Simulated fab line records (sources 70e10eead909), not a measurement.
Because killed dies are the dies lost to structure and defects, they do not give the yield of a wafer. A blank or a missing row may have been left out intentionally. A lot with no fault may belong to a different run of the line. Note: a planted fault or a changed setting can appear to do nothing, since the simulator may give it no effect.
fab line records | flow nand_harc
record: lots: 6 wafers: 17 last_day: 34
route steps=1302 shown A_ONON_D2@550
lots with no fault: from the same line, run without faults
start_h: the number of hours between the record's first day and the start of the first shown wafer of the lot | wait_h: hours elapsed since this lot's preceding step | " the same as in the row above | L1.1+2: one row covering several wafers at once | - value missing, or start not given | * or withheld: withheld | < > ~ a bound
route shown NAME@n: NAME is a module with steps in the file, n the number in the route of the first one | usual: average and standard deviation across the fault-free wafers | same: alike in all rows | chamber/n: place in a boat | sites: readings site by site | _std_site: their standard deviation | _edge_site: outer sites' mean less inner sites' | radius_mm: for every site, how far away it sits from the centre of the wafer | mask NAME#n: copy n | behind: tool/chamber where the wafer was last shaped | hold: reason for holding the lot/hours on hold/outcome of the hold | device: the n, p or np transistor that did not switch | end of line: tests of these same wafers at the route's end | a step without rows: its recipe alone | killed: dies that structure and defects cost at the first sort, which is not the same as the wafer's yield | map: per-die view of a wafer (x killed, . not killed, _ where there is no die)
set.NAME: the run value of the setting; set.NAME@STEP: its run value at that earlier step | model.NAME: the simulator's own value behind a step, which no gauge read
lots at selected steps of the route; one table per step, one row per wafer
services: a tool's chamber out of use, with start hour (start_h, from the record's first day; less than 0 if before it), hours out, and reason
== steps ==
step: NHARC_A_ONON_D2_THK_MEAS_08
recipe: thk_meas_gauge: ellipsometry
usual: thk_nm: 997/12
columns lot.wafer tool chamber start_h wait_h thk_nm
L825.3 film_metro-02 - 337.32 - 1012
L825.4 " - " " 1014
L826.1 film_metro-01 - 357.20 - 992
L826.2 " - " " 993
L826.6 " - " " 992
L833.2 film_metro-01 - 397.41 - 1003
L833.3 " - " " 1002
L833.5 " - " " 1001
L835.1 film_metro-02 - 440.29 - 993
L835.2 " - " " 995
L835.5 " - " " 993
L840.1 film_metro-02 - 482.01 - 1000
L840.4 " - " " 1000
L840.6 " - " " 999
L843.2 film_metro-02 - 506.11 - 994
L843.5 " - " " 994
L843.6 " - " " 993
step: NHARC_A_ONON_D2_DEP_09
recipe: target_thk_a: 10000 n2_flow_sccm: 2750 n2o_flow_sccm: 2000 nh3_flow_sccm: 500 sih4_flow_sccm: 210 temp_c: 400
step: NHARC_A_ONON_D2_THK_MEAS_11
recipe: thk_meas_gauge: ellipsometry
usual: thk_nm: 1001/9.4
columns lot.wafer tool chamber start_h wait_h thk_nm
L825.3 film_metro-02 - 337.89 - 997
L825.4 " - " " 998
L826.1 film_metro-02 - 357.76 - 999
L826.2 " - " " 1000
L826.6 " - " " 1000
L833.2 film_metro-02 - 397.97 - 994
L833.3 " - " " 991
L833.5 " - " " 993
L835.1 film_metro-02 - 440.86 - 989
L835.2 " - " " 988
L835.5 " - " " 989
L840.1 film_metro-02 - 482.58 - 1001
L840.4 " - " " 1001
L840.6 " - " " 1002
L843.2 film_metro-02 - 506.68 - 1004
L843.5 " - " " 1004
L843.6 " - " " 1004
step: NHARC_A_ONON_D2_DEP_12
recipe: target_thk_a: 10000 n2_flow_sccm: 2750 n2o_flow_sccm: 2000 nh3_flow_sccm: 500 sih4_flow_sccm: 210 temp_c: 400
step: NHARC_A_ONON_D2_THK_MEAS_14
recipe: thk_meas_gauge: ellipsometry
usual: thk_nm: 1001/7.2
columns lot.wafer tool chamber start_h wait_h thk_nm
L825.3 film_metro-01 - 338.46 - 998
L825.4 " - " " 997
L826.1 film_metro-01 - 358.33 - 1006
L826.2 " - " " 1004
L826.6 " - " " 1006
L833.2 film_metro-01 - 398.53 - 993
L833.3 " - " " 994
L833.5 " - " " 993
L835.1 film_metro-02 - 441.42 - 989
L835.2 " - " " 992
L835.5 " - " " 990
L840.1 film_metro-02 - 483.14 - 1013
L840.4 " - " " 1014
L840.6 " - " " 1014
L843.2 film_metro-02 - 507.24 - 1012
L843.5 " - " " 1013
L843.6 " - " " 1013
step: NHARC_A_ONON_D2_ANNEAL_15
recipe: temp_c: 750 time_s: 3600
step: NHARC_A_ONON_D2_DEP_16
recipe: target_thk_a: 10000 n2_flow_sccm: 2750 n2o_flow_sccm: 2000 nh3_flow_sccm: 500 sih4_flow_sccm: 210 temp_c: 400
step: NHARC_A_ONON_D2_THK_MEAS_18
recipe: thk_meas_gauge: ellipsometry
usual: thk_nm: 996/9.3
columns lot.wafer tool chamber start_h wait_h thk_nm
L825.3 film_metro-02 - 345.85 - 996
L825.4 " - " " 992
L826.1 film_metro-02 - 366.34 - 1016
L826.2 " - " " 1016
L826.6 " - " " 1015
L833.2 film_metro-02 - 405.66 - 1000
L833.3 " - " " 998
L833.5 " - " " 997
L835.1 film_metro-02 - 449.42 - 990
L835.2 " - " " 991
L835.5 " - " " 991
L840.1 film_metro-01 - 493.72 - 988
L840.4 " - " " 991
L840.6 " - " " 990
L843.2 film_metro-02 - 514.54 - 996
L843.5 " - " " 1000
L843.6 " - " " 998
step: NHARC_A_ONON_D2_DEP_19
recipe: target_thk_a: 10000 n2_flow_sccm: 2750 n2o_flow_sccm: 2000 nh3_flow_sccm: 500 sih4_flow_sccm: 210 temp_c: 400
step: NHARC_A_ONON_D2_THK_MEAS_21
recipe: thk_meas_gauge: ellipsometry
usual: thk_nm: 998/8.6
columns lot.wafer tool chamber start_h wait_h thk_nm
L825.3 film_metro-01 - 346.42 - 1001
L825.4 " - " " 1000
L826.1 film_metro-02 - 366.90 - 1000
L826.2 " - " " 1000
L826.6 " - " " 999
L833.2 film_metro-01 - 406.23 - 1003
L833.3 " - " " 1005
L833.5 " - " " 1004
L835.1 film_metro-02 - 449.98 - 992
L835.2 " - " " 993
L835.5 " - " " 992
L840.1 film_metro-01 - 494.29 - 993
L840.4 " - " " 994
L840.6 " - " " 995
L843.2 film_metro-02 - 515.11 - 994
L843.5 " - " " 993
L843.6 " - " " 994
step: NHARC_A_ONON_D2_DEP_22
recipe: target_thk_a: 10000 n2_flow_sccm: 2750 n2o_flow_sccm: 2000 nh3_flow_sccm: 500 sih4_flow_sccm: 210 temp_c: 400
step: NHARC_A_ONON_D2_THK_MEAS_24
recipe: thk_meas_gauge: ellipsometry
usual: thk_nm: 1001/11
columns lot.wafer tool chamber start_h wait_h thk_nm
L825.3 film_metro-02 - 346.98 - 998
L825.4 " - " " 998
L826.1 film_metro-01 - 367.46 - 998
L826.2 " - " " 999
L826.6 " - " " 996
L833.2 film_metro-01 - 406.80 - 980
L833.3 " - " " 982
L833.5 " - " " 981
L835.1 film_metro-02 - 450.56 - 992
L835.2 " - " " 990
L835.5 " - " " 992
L840.1 film_metro-01 - 494.85 - 1001
L840.4 " - " " 1003
L840.6 " - " " 1002
L843.2 film_metro-01 - 515.67 - 994
L843.5 " - " " 994
L843.6 " - " " 995
step: NHARC_A_ONON_D2_DEP_25
recipe: target_thk_a: 10000 n2_flow_sccm: 2750 n2o_flow_sccm: 2000 nh3_flow_sccm: 500 sih4_flow_sccm: 210 temp_c: 400
usual: susceptor_temp_C: 399.91/0.19
columns lot.wafer tool chamber start_h wait_h susceptor_temp_C
L825.3 pecvd_onon-03 0 347.15 0.2 400.04
L825.4 " 0 " " 399.95
L826.1 pecvd_onon-03 0 367.52 0.1 399.59
L826.2 " 0 " " 400.13
L826.6 " 0 " " 400.09
L833.2 pecvd_onon-01 0 406.91 0.1 399.66
L833.3 " 0 " " 399.86
L833.5 " 0 " " 399.87
L835.1 pecvd_onon-02 0 450.74 0.2 400.05
L835.2 " 0 " " 399.84
L835.5 " 0 " " 400.06
L840.1 pecvd_onon-01 0 494.91 0.1 399.96
L840.4 " 0 " " 400.03
L840.6 " 0 " " 400.19
L843.2 pecvd_onon-03 0 515.78 0.1 399.94
L843.5 " 0 " " 399.72
L843.6 " 0 " " 400.20
step: NHARC_A_ONON_D2_THK_MEAS_27
recipe: thk_meas_gauge: ellipsometry
usual: thk_nm: 999/12
columns lot.wafer tool chamber start_h wait_h thk_nm
L825.3 film_metro-01 - 347.55 - 996
L825.4 " - " " 674
L826.1 film_metro-01 - 368.03 - 1023
L826.2 " - " " 1024
L826.6 " - " " 700
L833.2 film_metro-01 - 407.37 - 1005
L833.3 " - " " 1004
L833.5 " - " " 1003
L835.1 film_metro-01 - 451.25 - 987
L835.2 " - " " 985
L835.5 " - " " 983
L840.1 film_metro-01 - 495.41 - 989
L840.4 " - " " 989
L840.6 " - " " 988
L843.2 film_metro-01 - 516.23 - 1012
L843.5 " - " " 1010
L843.6 " - " " 1012
step: NHARC_A_ONON_D2_DEP_28
recipe: target_thk_a: 10000 n2_flow_sccm: 2750 n2o_flow_sccm: 2000 nh3_flow_sccm: 500 sih4_flow_sccm: 210 temp_c: 400
== services ==
columns tool chamber start_h hours kind
pecvd_onon-02 - 366.26 13.0 pm
pecvd_onon-03 - 408.01 13.0 pm
pecvd_onon-02 - 447.27 1.1 repair
pecvd_onon-01 - 450.00 0.8 repair
== key ==
first_sign: step: NHARC_A_ONON_D2_THK_MEAS_27 reading: thk_nm direction: down sigmas: 26 usual: 999 struck: 687
effect none on later readings
met_at NHARC_A_ONON_D2_DEP_25
struck_wafers L825.4,L826.6
later_rows_left_out L825.4,L826.6
sort_left_out L825.4,L826.6
tester_left_out L825,L826
fault: kind: process_parameter_drift tool: pecvd_onon-03 chamber: - onset_h: 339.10 steps: NHARC_A_ONON_D2_DEP_25 channel: target_thk_a offset: * shape: step end_h: 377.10 scope: struck_wafers_only acts_in: * stated: *
tester_left_out: of these lots the tester's yield and bins aren't shown, on N5 and GAA mostly nor the transistor test; their killed dies are dies lost to structure and defects alone, not to doping, threshold or leakage, so they don't give the yield
sort_left_out: the simulated sort isn't trusted on such a fault, so these wafers' sort isn't shown, and their yield isn't known
later_rows_left_out: the simulator's readings of these wafers behind a module that went badly wrong aren't trusted and aren't shown, but for the sort
